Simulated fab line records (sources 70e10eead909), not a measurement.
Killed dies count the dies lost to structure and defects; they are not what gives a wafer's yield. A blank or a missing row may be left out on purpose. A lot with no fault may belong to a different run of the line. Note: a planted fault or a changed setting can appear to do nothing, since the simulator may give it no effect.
Which of the tools did it? ; flow nandHarc ; 13 lots with 39 wafers sampled at 4 steps, on a route of 1159 steps

== WHAT EACH GAUGE READ, for each wafer ==
The record lacks any reading of a measuring or inspecting step that a usual standard deviation could be used to judge.

== EACH LOT AND THE TOOL THAT RAN IT (in order: tool; ch and the chambers of the sampled wafers; start) ==
lot;NHARC_A_WL_FILL_ALD_00;NHARC_A_WL_FILL_RTA_01;NHARC_A_WL_FILL_ETCHBACK_17;NHARC_A_WL_FILL_ALD_19
L963;aldHk-03 ch 0,2, day 15 03:08;rtpAnneal-02 ch 0, day 15 03:30;rieMetal-03 ch 0,1, day 15 21:48;aldMetal-04 ch 1,2,3, day 16 03:28
L964;aldHk-01 ch 0,1,3, day 15 03:11;rtpAnneal-02 ch 0, day 15 03:42;rieMetal-02 ch 0, day 16 00:21;aldMetal-01 ch 1,2,3, day 16 05:44
L966;aldHk-03 ch 0,1,2, day 15 10:08;rtpAnneal-01 ch 0, day 15 10:22;rieMetal-03 ch 0,1, day 16 01:23;aldMetal-03 ch 0,1,3, day 16 05:43
L970;aldHk-01 ch 0,1,3, day 16 22:14;rtpAnneal-02 ch 0, day 16 22:45;rieMetal-02 ch 0,1, day 17 19:20;aldMetal-03 ch 0,1,2, day 18 01:01
L969;aldHk-03 ch 0,3, day 16 22:16;rtpAnneal-01 ch 0, day 16 22:31;rieMetal-03 ch 0,1, day 17 14:54;aldMetal-01 ch 0,1,2, day 17 20:14
L968;aldHk-04 ch 0,1,2, day 16 22:19;rtpAnneal-02 ch 0, day 16 22:37;rieMetal-02 ch 0,1, day 17 14:53;aldMetal-04 ch 0,3, day 17 20:13
L971;aldHk-03 ch 1,2,3, day 16 22:26;rtpAnneal-02 ch 0, day 16 22:55;rieMetal-03 ch 0, day 17 19:22;aldMetal-01 ch 1,2, day 18 01:02
L967;aldHk-03 ch 0,1, day 17 01:52;rtpAnneal-02 ch 0, day 17 02:24;rieMetal-01 ch 0,1, day 17 22:44;aldMetal-03 ch 1,3, day 18 04:20
L974;aldHk-01 ch 1,2,3, day 17 18:46;rtpAnneal-02 ch 0, day 17 19:02;rieMetal-02 ch 0,1, day 18 09:53;aldMetal-01 ch 1,2,3, day 18 15:10
L975;aldHk-04 ch 0,2,3, day 17 18:49;rtpAnneal-02 ch 0, day 17 19:12;rieMetal-01 ch 0,1, day 18 09:54;aldMetal-03 ch 0,2,3, day 18 15:15
L977;aldHk-04 ch 0,2,3, day 19 07:26;rtpAnneal-02 ch 0, day 19 07:54;rieMetal-02 ch 0,1, day 20 01:22;aldMetal-03 ch 0,3, day 20 07:01
L978;aldHk-04 ch 0,1,2, day 19 07:33;rtpAnneal-02 ch 0, day 19 08:09;rieMetal-01 ch 0,1, day 20 02:07;aldMetal-04 ch 1,2, day 20 07:01
L982;aldHk-04 ch 0,1,2, day 20 15:56;rtpAnneal-02 ch 0, day 20 16:13;rieMetal-01 ch 0,1, day 21 06:39;aldMetal-01 ch 0,1,2, day 21 11:56
- NHARC_A_WL_FILL_ALD_00: deposits Al2O3, target thk 3 nm, pulse time 3 s, ald cycles 30.
- NHARC_A_WL_FILL_RTA_01: time 5 s.
- NHARC_A_WL_FILL_ETCHBACK_17: etches the open film in Cl2/BCl3, target depth 4 nm, time 26.7 s.
- NHARC_A_WL_FILL_ALD_19: deposits TiN, target thk 2 nm, pulse time 3 s, ald cycles 100.

== AS READ BY THE TOOLS THEMSELVES (means over the sampled wafers that have a number; for cases with no such wafer, the mark the record gives instead) ==
NHARC_A_WL_FILL_ALD_00. Usual: heaterPowerW 465 W, standard deviation 44; precursorPulseHeightRel 1.000, standard deviation 0.021.
lot;tool;heaterPowerW (W);precursorPulseHeightRel;flag
L963;aldHk-03;451;1.000;
L964;aldHk-01;440;1.009;
L966;aldHk-03;460;0.992;
L970;aldHk-01;445;0.992;
L969;aldHk-03;476;0.984;
L968;aldHk-04;485;0.992;
L971;aldHk-03;480;0.981;
L967;aldHk-03;458;1.027;
L974;aldHk-01;444;1.013;
L975;aldHk-04;446;0.999;
L977;aldHk-04;444;0.997;
L978;aldHk-04;487;0.981;
L982;aldHk-04;491;1.003;

NHARC_A_WL_FILL_RTA_01. Usual: lampPowerPct 31 %, standard deviation 3.1; wafer_temp_C_max 1004.3, standard deviation 1.2.
lot;tool;lampPowerPct (%);wafer_temp_C_max;flag
L963;rtpAnneal-02;28;1003.3;
L964;rtpAnneal-02;28;1003.9;
L966;rtpAnneal-01;35;1004.4;
L970;rtpAnneal-02;28;1003.2;
L969;rtpAnneal-01;35;1006.2;
L968;rtpAnneal-02;28;1003.2;
L971;rtpAnneal-02;28;1004.0;
L967;rtpAnneal-02;28;1003.3;
L974;rtpAnneal-02;28;1003.2;
L975;rtpAnneal-02;28;1003.1;
L977;rtpAnneal-02;28;1003.8;
L978;rtpAnneal-02;28;1004.2;
L982;rtpAnneal-02;28;1003.7;

NHARC_A_WL_FILL_ETCHBACK_17. Usual: drypumpMotorCurrentA 5.7 A, standard deviation 0.5; oesProductAu 0.998 a.u., standard deviation 0.0095; runLengthS 48.20 s, standard deviation 0.29.
lot;tool;drypumpMotorCurrentA (A);oesProductAu (a.u.);runLengthS (s);flag
L963;rieMetal-03;5.6;1.007;48.64;
L964;rieMetal-02;6.1;0.984;48.05;
L966;rieMetal-03;5.6;1.001;48.45;
L970;rieMetal-02;5.8;0.994;47.95;
L969;rieMetal-03;5.6;1.009;48.39;
L968;rieMetal-02;5.8;0.997;47.94;
L971;rieMetal-03;5.1;1.008;48.57;
L967;rieMetal-01;5.6;1.004;48.25;
L974;rieMetal-02;5.9;0.993;48.09;
L975;rieMetal-01;5.4;1.002;48.29;
L977;rieMetal-02;5.7;0.990;48.17;
L978;rieMetal-01;5.7;1.005;44.98;OFF
L982;rieMetal-01;5.4;1.006;41.71;OFF

NHARC_A_WL_FILL_ALD_19. Usual: heaterPowerW 1139 W, standard deviation 110; precursorPulseHeightRel 1.001, standard deviation 0.019.
lot;tool;heaterPowerW (W);precursorPulseHeightRel;flag
L963;aldMetal-04;1260;0.984;
L964;aldMetal-01;1125;1.012;
L966;aldMetal-03;1081;1.008;
L970;aldMetal-03;1058;0.993;
L969;aldMetal-01;1170;1.010;
L968;aldMetal-04;1165;0.988;
L971;aldMetal-01;1126;0.997;
L967;aldMetal-03;1142;1.000;
L974;aldMetal-01;1154;0.992;
L975;aldMetal-03;1044;1.005;
L977;aldMetal-03;1039;1.017;
L978;aldMetal-04;1283;1.009;
L982;aldMetal-01;1197;0.988;

== THE ANSWER, worked out from the rows above alone ==
Rule: lot off if the mean of its wafers having a number is beyond 3 standard deviations from the usual mean. Also off: a lot with no number at a reading for which 4 or more lots have one. All remaining lots with rows at the step are treated as sound. The gauges are gone through in route order, then the tools' own readings, and for those a lot's mean is taken as printed above. At the first step where some lot is off, the reading lying furthest off is the one used; lots without a number count as furthest.
Off: L978, L982 (NHARC_A_WL_FILL_ETCHBACK_17, runLengthS).
If a tool, at that step or one of the process steps before it, ran each lot that is off and ran no sound lot following the first of them, it fits. Can't be told from this: 3 tools fit, aldHk-04 at NHARC_A_WL_FILL_ALD_00, rtpAnneal-02 at NHARC_A_WL_FILL_RTA_01, rieMetal-01 at NHARC_A_WL_FILL_ETCHBACK_17.

== WHAT THE SIMULATOR PUT IN ==
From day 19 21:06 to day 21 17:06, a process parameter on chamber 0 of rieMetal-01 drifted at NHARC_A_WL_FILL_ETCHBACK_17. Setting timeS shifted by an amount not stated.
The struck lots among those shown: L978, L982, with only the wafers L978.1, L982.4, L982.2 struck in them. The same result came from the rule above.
